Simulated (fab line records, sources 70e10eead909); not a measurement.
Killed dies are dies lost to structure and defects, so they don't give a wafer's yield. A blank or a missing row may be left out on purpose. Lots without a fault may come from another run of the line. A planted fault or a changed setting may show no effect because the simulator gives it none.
fab line records | flow nand_harc
record lots=24 wafers=72 last_day=25
route steps=1159 shown A_SLIT@790 A_WL_FILL@811 A_CONTACT@861
lots that met no fault: from a run of the same line without faults
start_h: hours from the record's first day to the start of the lot's first wafer shown | wait_h: hours since the lot's step before | " the same as in the row above | L1.1+2: a row that stands for several wafers | - no value, or no start given | * or withheld: withheld | < > ~ a bound
route shown NAME@n: a module of which the file shows steps, and the number in the route of the first | usual: mean/standard deviation of fault-free wafers | same: alike in all rows | chamber/n: place in a boat | sites: the reading at each site | _std_site: their standard deviation | _edge_site: outer sites' mean less inner sites' | radius_mm: how far each site lies from the wafer's centre | mask NAME#n: copy n | behind: the tool/chamber that last shaped the wafer | hold: why the lot was held/for how many hours/how that ended | device: the transistor (n, p or np) that didn't switch | end of line: the same wafers' tests at the end of the route | a step without rows: its recipe alone | killed: dies lost to structure and defects at the first sort, not the wafer's yield | map: a wafer's dies, x killed, . not, _ none there
set.NAME: the setting as run; set.NAME@STEP: as run at that earlier step | model.NAME: the simulator's own value behind a step, which no gauge read
steps of the route over a sample of lots; a table a step, a row a wafer
services: from which hour (start_h, from the record's first day; less than 0 if before it) a tool's chamber was out of use, for how many hours, and why
## steps
# step NHARC_A_SLIT_CD_MEAS_09
# recipe target_cd_nm=300 landing_energy_ev=500
# usual cd_nm=299.8/0.53
# columns lot.wafer tool chamber start_h wait_h cd_nm
L075.1 cd_sem-02 0 326.99 - 299.5
L075.2 " 0 " " 300.3
L075.3 " 0 " " 299.5
L074.1 cd_sem-01 0 327.14 - 299.5
L074.2 " 0 " " 300.4
L074.3 " 0 " " 299.4
L079.1 cd_sem-01 0 334.90 - 298.8
L079.2 " 0 " " 298.3
L079.6 " 0 " " 299.0
L076.1 cd_sem-03 0 335.07 - 298.8
L076.4 " 0 " " 299.1
L076.6 " 0 " " 299.9
L077.1 cd_sem-03 0 335.24 - 300.2
L077.3 " 0 " " 299.9
L077.6 " 0 " " 300.8
L078.1 cd_sem-01 0 340.67 - 299.2
L078.3 " 0 " " 299.2
L078.6 " 0 " " 299.6
L081.2 cd_sem-01 0 357.56 - 300.4
L081.3 " 0 " " 300.5
L081.4 " 0 " " 299.5
L080.1 cd_sem-02 0 368.64 - 299.7
L080.3 " 0 " " 300.0
L080.4 " 0 " " 300.5
L083.1 cd_sem-03 0 368.80 - 300.4
L083.3 " 0 " " 300.1
L083.4 " 0 " " 300.9
L082.1 cd_sem-02 0 380.50 - 300.1
L082.3 " 0 " " 299.7
L082.5 " 0 " " 300.5
L084.2 cd_sem-01 0 380.73 - 299.9
L084.3 " 0 " " 300.3
L084.4 " 0 " " 300.1
L086.3 cd_sem-03 0 398.26 - 299.9
L086.4 " 0 " " 299.4
L086.6 " 0 " " 299.4
L087.4 cd_sem-01 0 399.49 - 299.2
L087.5 " 0 " " 299.9
L087.6 " 0 " " 299.7
L085.1 cd_sem-01 0 399.94 - 299.7
L085.3 " 0 " " 299.8
L085.4 " 0 " " 300.4
L089.3 cd_sem-01 0 400.60 - 300.0
L089.5 " 0 " " 299.0
L089.6 " 0 " " 299.1
L088.1 cd_sem-03 0 412.09 - 299.8
L088.2 " 0 " " 300.1
L088.4 " 0 " " 300.1
L093.2 cd_sem-03 0 424.79 - 299.7
L093.3 " 0 " " 300.1
L093.6 " 0 " " 299.5
L090.2 cd_sem-02 0 424.82 - 300.2
L090.5 " 0 " " 300.0
L090.6 " 0 " " 299.4
L091.2 cd_sem-01 0 424.86 - 299.7
L091.3 " 0 " " 299.8
L091.4 " 0 " " 299.8
L094.2 cd_sem-03 0 435.32 - 300.0
L094.3 " 0 " " 299.7
L094.5 " 0 " " 299.6
L092.2 cd_sem-01 0 440.39 - 300.1
L092.5 " 0 " " 299.2
L092.6 " 0 " " 299.7
L096.4 cd_sem-01 0 440.55 - 299.3
L096.5 " 0 " " 299.7
L096.6 " 0 " " 300.4
L095.1 cd_sem-02 0 441.81 - 300.3
L095.2 " 0 " " 300.1
L095.4 " 0 " " 300.0
L097.1 cd_sem-02 0 461.24 - 299.9
L097.2 " 0 " " 299.7
L097.5 " 0 " " 300.0
# step NHARC_A_WL_FILL_ALD_02
# recipe target_thk_a=20 pulse_time_s=3 ald_cycles=100 temp_c=450 material=TiN
# usual heater_power_w=1121/130 precursor_pulse_height_rel=1.004/0.02
# same ald_cycles=100
# columns lot.wafer tool chamber start_h wait_h heater_power_w precursor_pulse_height_rel
L075.1 ald_metal-04 1 338.94 0.2 1068 1.017
L075.2 " 2 " " 1458 0.995
L075.3 " 3 " " 974 1.017
L074.2 ald_metal-01 3 339.09 0.2 1003 1.009
L074.3 " 0 " " 1121 1.008
L074.1 " 2 " " 1105 1.004
L077.3 ald_metal-01 1 347.49 0.1 1128 0.991
L077.1 " 0 " " 1155 0.997
L077.6 " 2 " " 1093 0.991
L079.1 ald_metal-04 3 347.66 0.2 965 0.995
L079.2 " 1 " " 1072 1.020
L079.6 " 0 " " 1047 0.999
L076.1 ald_metal-02 1 347.98 0.2 1269 1.021
L076.4 " 2 " " 1154 0.989
L076.6 " 0 " " 1146 0.982
L078.1 ald_metal-02 0 352.43 0.2 1156 1.031
L078.3 " 1 " " 1181 0.981
L078.6 " 0 " " 1141 0.995
L081.3 ald_metal-04 1 369.91 0.1 1081 1.005
L081.4 " 2 " " 1479 1.009
L081.2 " 0 " " 1042 1.001
L083.1 ald_metal-04 0 380.59 0.2 1037 1.027
L083.3 " 2 " " 1464 1.017
L083.4 " 3 " " 960 0.956
L080.1 ald_metal-02 3 380.77 0.2 994 0.993
L080.3 " 0 " " 1112 1.023
L080.4 " 2 " " 1158 1.041
L082.3 ald_metal-01 3 392.81 0.1 1024 1.029
L082.1 " 2 " " 1127 1.020
L082.5 " 3 " " 984 1.011
L084.2 ald_metal-04 0 392.98 0.2 1026 1.018
L084.3 " 1 " " 1084 0.999
L084.4 " 2 " " 1494 1.014
L086.3 ald_metal-02 3 414.04 0.2 1011 1.009
L086.4 " 0 " " 1161 1.007
L086.6 " 3 " " 999 0.962
L087.4 ald_metal-01 2 414.47 0.2 1088 1.008
L087.6 " 3 " " 1014 1.021
L087.5 " 0 " " 1112 0.977
L085.4 ald_metal-02 3 414.49 0.1 1015 1.014
L085.1 " 1 " " 1217 1.019
L085.3 " 2 " " 1162 1.035
L089.3 ald_metal-02 3 418.64 0.2 986 1.049
L089.5 " 1 " " 1241 1.005
L089.6 " 2 " " 1163 0.993
L088.4 ald_metal-04 0 427.12 0.1 990 0.998
L088.2 " 1 " " 1089 0.998
L088.1 " 2 " " 1447 0.994
L091.3 ald_metal-04 2 436.67 0.1 1469 1.006
L091.2 " 3 " " 959 0.990
L091.4 " 0 " " 997 1.009
L090.2 ald_metal-01 3 436.95 0.3 978 1.054
L090.6 " 0 " " 1135 0.992
L090.5 " 1 " " 1173 0.979
L093.3 ald_metal-02 3 437.02 0.2 1015 1.010
L093.2 " 1 " " 1197 0.966
L093.6 " 3 " " 1008 1.003
L094.3 ald_metal-04 2 447.31 0.2 1440 1.015
L094.2 " 3 " " 978 0.974
L094.5 " 0 " " 999 1.030
L092.2 ald_metal-02 3 457.95 0.3 996 1.018
L092.6 " 0 " " 1140 1.011
L092.5 " 1 " " 1217 0.998
L096.4 ald_metal-01 3 458.03 0.2 1017 0.983
L096.6 " 1 " " 1150 0.985
L096.5 " 2 " " 1125 1.026
L095.2 ald_metal-04 3 458.05 0.2 976 0.987
L095.1 " 0 " " 975 0.976
L095.4 " 1 " " 1103 0.995
L097.2 ald_metal-02 2 473.11 0.2 1189 0.997
L097.1 " 3 " " 996 1.001
L097.5 " 3 " " 1001 0.996
# step NHARC_A_CONTACT_ETCH_51
# recipe target_depth_a=36000 over_etch_frac=0.3 time_s=936 ion_energy_ev=150 o2_flow_sccm=400 cos_flow_sccm=20 ar_flow_sccm=0 rf_w=500 bias_w=300 chemistry=O2/COS
# usual drypump_motor_current_A=5.7/0.37 oes_product_au=0.996/0.011 rf_vpp_V=314.3/2.5 showerhead_plenum_p_Torr=3.12/0.15 throttle_valve_pct=28.330/0.0096
# same time_s=936
# columns lot.wafer tool chamber start_h wait_h drypump_motor_current_A oes_product_au rf_hours_counter_h rf_vpp_V showerhead_plenum_p_Torr throttle_valve_pct
L074.2 rie_diel-03 0 - - 5.5 0.989 24 314.2 3.13 28.334
L074.1 " 1 " " 6.4 0.997 26 311.4 2.92 28.320
L074.3 " 3 " " 5.3 1.004 25 310.6 2.89 28.332
L075.2 rie_diel-03 3 - - 5.2 1.012 26 311.2 2.89 28.340
L075.3 " 0 " " 5.6 0.988 25 313.4 3.13 28.326
L075.1 " 1 " " 6.4 0.995 27 312.0 2.92 28.331
L077.3 rie_diel-03 0 - - 5.6 0.990 26 313.6 3.13 28.340
L077.1 " 1 " " 6.4 0.997 28 313.3 2.92 28.326
L077.6 " 1 " " 6.4 0.994 - 310.9 2.92 28.307
L079.2 rie_diel-03 0 - - 5.5 0.988 27 316.3 3.12 28.346
L079.1 " 2 " " 5.7 0.998 29 315.7 3.30 28.328
L079.6 " 1 " " 6.4 0.993 - 311.7 2.92 28.331
L076.4 rie_diel-05 0 - - 6.3 0.979 14 314.3 3.11 28.335
L076.1 " 1 " " 5.6 1.001 13 309.9 2.98 28.345
L076.6 " 0 " " 6.3 0.990 - 313.3 3.11 28.337
L078.3 rie_diel-03 3 - - 5.3 1.005 29 312.4 2.89 28.309
L078.1 " 1 " " 6.4 0.993 30 312.4 2.92 28.324
L078.6 " 3 " " 5.3 1.010 - 311.3 2.89 28.321
L081.3 rie_diel-03 3 - - 5.3 0.999 1 319.7 3.37 28.321
L081.2 " 0 " " 5.6 0.991 1 313.7 3.12 28.316
L081.4 " 2 " " 5.7 0.984 1 316.2 3.30 28.330
L080.3 rie_diel-03 3 - - 5.3 1.003 3 316.9 3.37 28.332
L080.1 " 0 " " 5.6 0.993 2 312.9 3.12 28.327
L080.4 " 1 " " 6.3 0.978 2 311.8 2.92 28.337
L083.4 rie_diel-05 1 - - 5.6 1.002 25 311.8 2.97 28.331
L083.1 " 2 " " 5.7 0.992 26 315.5 3.17 28.315
L083.3 " 0 " " 6.3 0.984 26 314.7 3.11 28.322
L082.1 rie_diel-05 0 - - 6.3 0.998 31 314.7 3.10 28.321
L082.3 " 1 " " 5.6 1.005 32 312.0 2.97 28.318
L082.5 " 1 " " 5.6 1.006 - 311.0 2.97 28.333
L084.3 rie_diel-03 2 - - 5.7 1.008 5 316.9 3.29 28.305
L084.4 " 0 " " 5.5 0.985 5 313.8 3.12 28.324
L084.2 " 1 " " 6.4 0.987 5 310.7 2.92 28.326
L086.3 rie_diel-13 3 - - 6.0 1.004 60 309.8 2.88 28.345
L086.4 " 1 " " 5.8 0.987 59 310.4 2.89 28.338
L086.6 " 3 " " 6.1 1.012 - 309.6 2.88 28.340
L087.4 rie_diel-03 2 - - 5.7 0.988 7 316.9 3.29 28.331
L087.5 " 1 " " 6.4 0.973 - 310.5 2.92 28.322
L087.6 " 2 " " 5.7 0.992 - 316.7 3.29 28.322
L085.3 rie_diel-13 0 - - 5.6 0.984 63 312.0 3.09 28.325
L085.1 " 1 " " 5.8 0.970 63 310.5 2.89 28.312
L085.4 " 0 " " 5.6 0.992 - 314.4 3.09 28.329
L089.3 rie_diel-05 3 - - 5.3 1.016 43 315.0 3.16 28.335
L089.5 " 3 " " 5.3 1.015 - 314.8 3.16 28.324
L089.6 " 0 " " 6.3 1.004 - 314.9 3.10 28.330
L088.2 rie_diel-03 1 - - 6.3 0.983 9 312.5 2.92 28.323
L088.1 " 2 " " 5.7 0.997 9 317.3 3.29 28.305
L088.4 " 0 " " 5.6 0.984 10 314.0 3.12 28.328
L091.3 rie_diel-05 1 - - 5.6 1.010 50 312.8 2.96 28.316
L091.2 " 2 " " 5.6 1.000 50 314.8 3.16 28.320
L091.4 " 0 " " 6.3 0.986 49 312.7 3.10 28.330
L090.2 rie_diel-13 3 - - 6.1 1.007 4 318.6 3.37 28.329
L090.6 " 2 " " 5.3 0.987 - 315.6 3.19 28.332
L090.5 " 3 " " 6.1 1.005 - 318.6 3.37 28.336
L093.2 rie_diel-13 1 - - 5.8 0.993 7 317.8 3.37 28.327
L093.3 " 0 " " 5.6 1.011 7 314.1 3.09 28.322
L093.6 " 2 " " 5.3 0.990 - 315.8 3.19 28.321
L094.2 rie_diel-03 3 - - 5.3 0.997 13 318.9 3.37 28.339
L094.3 " 0 " " 5.5 0.989 13 314.5 3.12 28.331
L094.5 " 2 " " 5.7 0.987 - 317.5 3.29 28.335
L092.2 rie_diel-03 3 - - 5.3 0.996 16 317.2 3.36 28.332
L092.5 " 3 " " 5.3 0.996 - 318.5 3.36 28.322
L092.6 " 0 " " 5.5 0.977 - 314.8 3.12 28.334
L096.4 rie_diel-05 3 - - 5.3 1.020 56 314.9 3.16 28.333
L096.6 " 3 " " 5.3 1.013 - 315.1 3.16 28.332
L096.5 " 0 " " 6.3 0.995 - 313.8 3.09 28.344
L095.2 rie_diel-05 1 - - 5.6 0.996 58 311.2 2.95 28.330
L095.1 " 2 " " 5.7 1.000 58 315.2 3.15 28.343
L095.4 " 3 " " 5.3 1.016 57 315.2 3.16 28.341
L097.1 rie_diel-05 2 - - 5.7 1.005 64 315.6 3.15 28.344
L097.2 " 3 " " 5.4 1.005 63 315.3 3.15 28.321
L097.5 " 1 " " 5.6 0.996 - 311.8 2.95 28.328
# step NHARC_A_CONTACT_ETCH_112
# recipe source_w=withheld pressure_mtorr=20 bias_v=3000 time_s=94 target_depth_a=9220 ar_flow_sccm=withheld c4f8_flow_sccm=withheld o2_flow_sccm=withheld chemistry=C4F8/O2/Ar
# same time_s=94
# columns lot.wafer tool chamber start_h wait_h rf_hours_counter_h
L074.1 har_cap_etch-02 1 370.68 0.2 9
L074.2 " 0 " " 9
L074.3 " 1 " " -
L075.1 har_cap_etch-03 1 376.40 0.2 83
L075.2 " 0 " " 83
L075.3 " 1 " " -
L077.1 har_cap_etch-02 0 378.66 0.1 10
L077.3 " 0 " " -
L077.6 " 1 " " -
L079.1 har_cap_etch-02 1 380.58 0.2 12
L079.2 " 0 " " 12
L079.6 " 1 " " -
L076.1 har_cap_etch-03 1 384.88 0.2 85
L076.4 " 0 " " -
L076.6 " 1 " " -
L078.1 har_cap_etch-01 0 386.39 0.2 59
L078.3 " 1 " " -
L078.6 " 0 " " -
L081.2 har_cap_etch-03 1 404.48 0.2 89
L081.3 " 1 " " -
L081.4 " 0 " " -
L080.1 har_cap_etch-02 0 412.22 0.1 17
L080.3 " 1 " " -
L080.4 " 0 " " -
L083.1 har_cap_etch-03 1 413.60 0.2 90
L083.4 " 0 " " -
L083.3 " 1 " " -
L082.1 har_cap_etch-03 0 429.25 0.1 93
L082.3 " 1 " " -
L082.5 " 0 " " -
L084.2 har_cap_etch-01 1 431.53 0.2 65
L084.3 " 1 " " -
L084.4 " 0 " " -
L086.4 har_cap_etch-02 1 444.66 0.1 -
L086.3 " 0 " " -
L086.6 " 0 " " -
L087.4 har_cap_etch-03 1 445.58 0.1 -
L087.5 " 1 " " -
L087.6 " 0 " " -
L085.1 har_cap_etch-02 0 450.04 0.2 23
L085.3 " 0 " " -
L085.4 " 1 " " -
L089.3 har_cap_etch-02 1 456.44 0.1 -
L089.6 " 1 " " -
L089.5 " 0 " " -
L088.2 har_cap_etch-02 1 458.82 0.2 25
L088.1 " 0 " " 25
L088.4 " 1 " " -
L091.2 har_cap_etch-03 1 472.15 0.2 100
L091.3 " 1 " " -
L091.4 " 0 " " -
L090.2 har_cap_etch-02 1 474.47 0.1 28
L090.6 " 0 " " -
L090.5 " 1 " " -
L093.2 har_cap_etch-03 0 478.26 0.1 101
L093.3 " 0 " " -
L093.6 " 0 " " -
L094.2 har_cap_etch-02 0 480.61 0.2 29
L094.3 " 1 " " -
L094.5 " 1 " " -
L092.2 har_cap_etch-03 1 497.96 0.1 105
L092.6 " 0 " " -
L092.5 " 1 " " -
L096.4 har_cap_etch-01 1 498.83 0.1 -
L096.6 " 1 " " -
L096.5 " 0 " " -
L095.1 har_cap_etch-03 0 501.50 0.2 106
L095.2 " 1 " " 106
L095.4 " 1 " " -
L097.2 har_cap_etch-03 1 512.80 0.2 109
L097.1 " 0 " " 109
L097.5 " 1 " " -
# step NHARC_A_CONTACT_CD_MEAS_53
# usual cd_nm=189.8/0.87
# columns lot.wafer tool chamber start_h wait_h cd_nm
L074.1 cd_sem-01 - 372.50 - 190.1
L074.2 " - " " 190.2
L074.3 " - " " 191.3
L075.1 cd_sem-02 - 378.33 - 189.8
L075.2 " - " " 188.7
L075.3 " - " " 190.1
L077.1 cd_sem-03 - 380.50 - 189.3
L077.3 " - " " 189.6
L077.6 " - " " 189.7
L079.1 cd_sem-01 - 382.43 - 188.2
L079.2 " - " " 187.2
L079.6 " - " " 187.5
L076.1 cd_sem-02 - 386.81 - 189.6
L076.4 " - " " 188.5
L076.6 " - " " 188.9
L078.1 cd_sem-03 - 388.20 - 188.7
L078.3 " - " " 188.3
L078.6 " - " " 187.8
L081.2 cd_sem-01 - 406.29 - 190.5
L081.3 " - " " 190.0
L081.4 " - " " 190.4
L080.1 cd_sem-03 - 414.02 - 190.5
L080.3 " - " " 190.4
L080.4 " - " " 189.6
L083.1 cd_sem-02 - 415.84 - 190.3
L083.3 " - " " 189.9
L083.4 " - " " 189.9
L082.1 cd_sem-02 - 431.05 - 191.0
L082.3 " - " " 190.5
L082.5 " - " " 190.5
L084.2 cd_sem-01 - 433.35 - 191.0
L084.3 " - " " 190.6
L084.4 " - " " 190.0
L086.3 cd_sem-02 - 446.45 - 190.5
L086.4 " - " " 189.8
L086.6 " - " " 190.1
L087.4 cd_sem-02 - 447.41 - 189.5
L087.5 " - " " 189.3
L087.6 " - " " 188.9
L085.1 cd_sem-02 - 451.86 - 189.7
L085.3 " - " " 189.6
L085.4 " - " " 189.9
L089.3 cd_sem-03 - 458.30 - 190.1
L089.5 " - " " 191.3
L089.6 " - " " 190.1
L088.1 cd_sem-01 - 460.64 - 189.8
L088.2 " - " " 189.7
L088.4 " - " " 190.2
L091.2 cd_sem-03 - 473.97 - 190.6
L091.3 " - " " 190.3
L091.4 " - " " 191.1
L090.2 cd_sem-02 - 476.27 - 190.3
L090.5 " - " " 190.9
L090.6 " - " " 190.1
L093.2 cd_sem-02 - 480.07 - 189.6
L093.3 " - " " 189.7
L093.6 " - " " 189.5
L094.2 cd_sem-03 - 482.43 - 188.6
L094.3 " - " " 188.4
L094.5 " - " " 189.0
L092.2 cd_sem-01 - 499.78 - 190.8
L092.5 " - " " 189.7
L092.6 " - " " 190.6
L096.4 cd_sem-03 - 500.64 - 189.5
L096.5 " - " " 188.8
L096.6 " - " " 189.1
L095.1 cd_sem-01 - 503.32 - 190.5
L095.2 " - " " 189.5
L095.4 " - " " 189.7
L097.1 cd_sem-03 - 514.61 - 189.6
L097.2 " - " " 190.4
L097.5 " - " " 190.2
# step NHARC_A_CONTACT_ETCH_77
# recipe target_depth_a=726 time_s=36.3 cf4_flow_sccm=100 chf3_flow_sccm=30 ar_flow_sccm=0 rf_w=500 bias_w=200 chemistry=CF4/CHF3
# usual chf3_flow_sccm=30.00/0.09 drypump_motor_current_A=5.7/0.35 oes_product_au=0.941/0.023 rf_vpp_V=370.6/2.7 showerhead_plenum_p_Torr=1.57/0.075 throttle_valve_pct=16.803/0.0089
# same time_s=36.3
# columns lot.wafer tool chamber start_h wait_h chf3_flow_sccm drypump_motor_current_A oes_product_au rf_hours_counter_h rf_vpp_V showerhead_plenum_p_Torr throttle_valve_pct
L074.2 rie_diel-13 1 - - 30.17 5.8 0.920 38 367.3 1.46 16.808
L074.3 " 2 " " 29.81 5.3 0.938 31 371.8 1.62 16.806
L074.1 " 3 " " 30.10 6.0 0.917 38 365.5 1.46 16.800
L075.2 rie_diel-03 3 - - 29.98 5.2 0.942 29 366.5 1.46 16.800
L075.3 " 1 " " 30.15 6.4 0.919 30 366.8 1.47 16.801
L075.1 " 2 " " 30.10 5.7 0.910 30 373.4 1.66 16.797
L077.1 rie_diel-05 1 - - 30.01 5.6 0.966 14 368.3 1.50 16.812
L077.3 " 3 " " 30.19 5.3 0.997 16 371.5 1.60 16.797
L077.6 " 2 " " 30.25 5.6 0.966 - 372.5 1.60 16.812
L079.1 rie_diel-05 2 - - 29.96 5.7 0.939 16 373.2 1.60 16.802
L079.2 " 3 " " 29.90 5.4 0.977 17 372.4 1.60 16.803
L079.6 " 1 " " 30.03 5.6 0.961 - 367.6 1.50 16.799
L076.1 rie_diel-13 3 - - 30.09 6.1 0.929 45 365.9 1.46 16.809
L076.4 " 2 " " 29.92 5.3 0.935 37 372.9 1.61 16.806
L076.6 " 3 " " 30.11 6.1 0.922 - 367.6 1.46 16.812
L078.3 rie_diel-05 3 - - 29.93 5.3 0.951 19 371.3 1.60 16.795
L078.1 " 2 " " 29.88 5.7 0.936 18 370.2 1.60 16.806
L078.6 " 3 " " 30.04 5.3 0.956 - 371.1 1.60 16.802
L081.2 rie_diel-03 1 - - 30.13 6.4 0.921 1 366.6 1.47 16.790
L081.3 " 2 " " 30.00 5.7 0.914 2 374.2 1.66 16.804
L081.4 " 3 " " 29.92 5.3 0.934 2 376.3 1.70 16.803
L080.1 rie_diel-05 3 - - 30.10 5.3 0.939 30 370.8 1.60 16.801
L080.4 " 0 " " 29.94 6.3 0.922 29 371.6 1.56 16.796
L080.3 " 1 " " 30.07 5.6 0.934 29 367.7 1.50 16.791
L083.3 rie_diel-13 2 - - 29.84 5.3 0.990 45 371.8 1.61 16.799
L083.1 " 3 " " 29.99 6.1 0.971 54 366.3 1.45 16.805
L083.4 " 0 " " 29.97 5.6 0.983 53 369.8 1.56 16.807
L082.1 rie_diel-03 0 - - 30.11 5.5 0.955 6 370.5 1.57 16.809
L082.3 " 2 " " 30.04 5.7 0.977 6 373.0 1.66 16.809
L082.5 " 0 " " 29.95 5.5 0.962 - 370.4 1.57 16.796
L084.2 rie_diel-13 0 - - 30.06 5.6 0.922 58 370.0 1.56 16.807
L084.4 " 1 " " 29.79 5.8 0.907 58 365.8 1.46 16.808
L084.3 " 2 " " 30.05 5.3 0.936 52 372.6 1.61 16.804
L086.4 rie_diel-05 1 - - 29.94 5.6 0.935 40 368.1 1.49 16.803
L086.3 " 2 " " 29.91 5.6 0.926 42 371.5 1.59 16.806
L086.6 " 2 " " 30.01 5.6 0.924 - 370.7 1.59 16.800
L087.4 rie_diel-05 0 - - 29.82 6.3 0.947 40 368.9 1.56 16.809
L087.5 " 1 " " 30.02 5.6 0.957 - 367.3 1.49 16.803
L087.6 " 2 " " 29.91 5.6 0.963 - 371.4 1.59 16.794
L085.1 rie_diel-03 0 - - 30.02 5.5 0.915 8 371.5 1.57 16.791
L085.3 " 1 " " 29.96 6.3 0.901 8 368.0 1.47 16.801
L085.4 " 3 " " 30.10 5.3 0.928 9 376.5 1.70 16.817
L089.3 rie_diel-03 1 - - 29.90 6.4 0.943 10 368.2 1.47 16.807
L089.6 " 1 " " 29.95 6.4 0.927 - 366.9 1.47 16.823
L089.5 " 2 " " 30.21 5.7 0.959 - 372.6 1.66 16.801
L088.1 rie_diel-05 3 - - 30.00 5.3 0.940 47 370.8 1.59 16.802
L088.2 " 1 " " 29.95 5.6 0.930 47 367.1 1.49 16.793
L088.4 " 2 " " 29.78 5.7 0.925 48 370.7 1.59 16.790
L091.3 rie_diel-05 2 - - 30.03 5.6 0.923 53 370.1 1.59 16.791
L091.2 " 3 " " 29.98 5.4 0.933 53 371.9 1.59 16.780
L091.4 " 0 " " 30.06 6.3 0.907 53 369.7 1.56 16.793
L090.2 rie_diel-03 2 - - 30.05 5.7 0.913 14 374.4 1.66 16.819
L090.6 " 0 " " 29.97 5.5 0.913 - 371.6 1.57 16.826
L090.5 " 1 " " 29.98 6.3 0.916 - 366.7 1.47 16.802
L093.3 rie_diel-03 3 - - 30.01 5.3 0.988 15 374.9 1.70 16.805
L093.2 " 0 " " 30.02 5.5 0.968 14 370.6 1.57 16.804
L093.6 " 1 " " 29.82 6.3 0.949 - 368.6 1.47 16.801
L094.3 rie_diel-13 3 - - 30.11 6.1 0.966 10 376.0 1.70 16.827
L094.2 " 0 " " 29.95 5.6 0.975 9 369.0 1.56 16.806
L094.5 " 2 " " 29.95 5.3 0.952 - 371.7 1.61 16.813
L092.2 rie_diel-05 1 - - 30.06 5.6 0.981 59 367.7 1.49 16.811
L092.6 " 3 " " 29.85 5.3 0.978 - 371.4 1.59 16.798
L092.5 " 0 " " 30.02 6.3 0.974 - 371.4 1.56 16.804
L096.4 rie_diel-13 1 - - 29.90 5.8 0.977 14 375.2 1.70 16.809
L096.6 " 1 " " 30.08 5.8 0.978 - 374.4 1.70 16.804
L096.5 " 2 " " 29.96 5.3 0.954 - 371.8 1.61 16.801
L095.1 rie_diel-13 1 - - 29.94 5.8 0.924 17 374.9 1.70 16.791
L095.4 " 3 " " 29.93 6.1 0.923 17 373.9 1.70 16.796
L095.2 " 0 " " 30.00 5.6 0.934 16 370.1 1.55 16.782
L097.1 rie_diel-13 3 - - 29.78 6.1 0.947 22 374.6 1.69 16.808
L097.2 " 2 " " 30.19 5.3 0.926 24 370.6 1.60 16.806
L097.5 " 1 " " 30.00 5.8 0.938 - 374.6 1.69 16.794
## services
# columns tool chamber start_h hours kind
rie_diel-03 - 317.72 0.9 repair
rie_diel-03 - 320.90 0.2 repair
rie_diel-03 0 322.30 - clean
rie_diel-03 1 322.30 - clean
rie_diel-03 2 322.30 - clean
rie_diel-03 3 322.30 - clean
rie_diel-05 - 340.66 9.0 pm
rie_diel-03 0 346.85 - clean
rie_diel-03 1 346.85 - clean
rie_diel-03 2 346.85 - clean
rie_diel-03 3 346.85 - clean
ald_metal-02 - 364.01 10.0 pm
rie_diel-03 0 371.35 - clean
rie_diel-03 1 371.35 - clean
rie_diel-03 - 392.30 9.0 pm
rie_diel-13 2 402.42 2.0 repair
ald_metal-04 - 406.00 10.0 pm
rie_diel-13 - 417.30 0.8 repair
rie_diel-13 - 453.19 9.0 pm
ald_metal-04 3 489.72 25.8 repair
har_cap_etch-03 - 496.44 0.7 repair
rie_diel-03 0 507.85 12.3 repair
rie_diel-13 0 517.28 4.2 repair
rie_diel-05 - 517.68 9.0 pm
## key
fault none
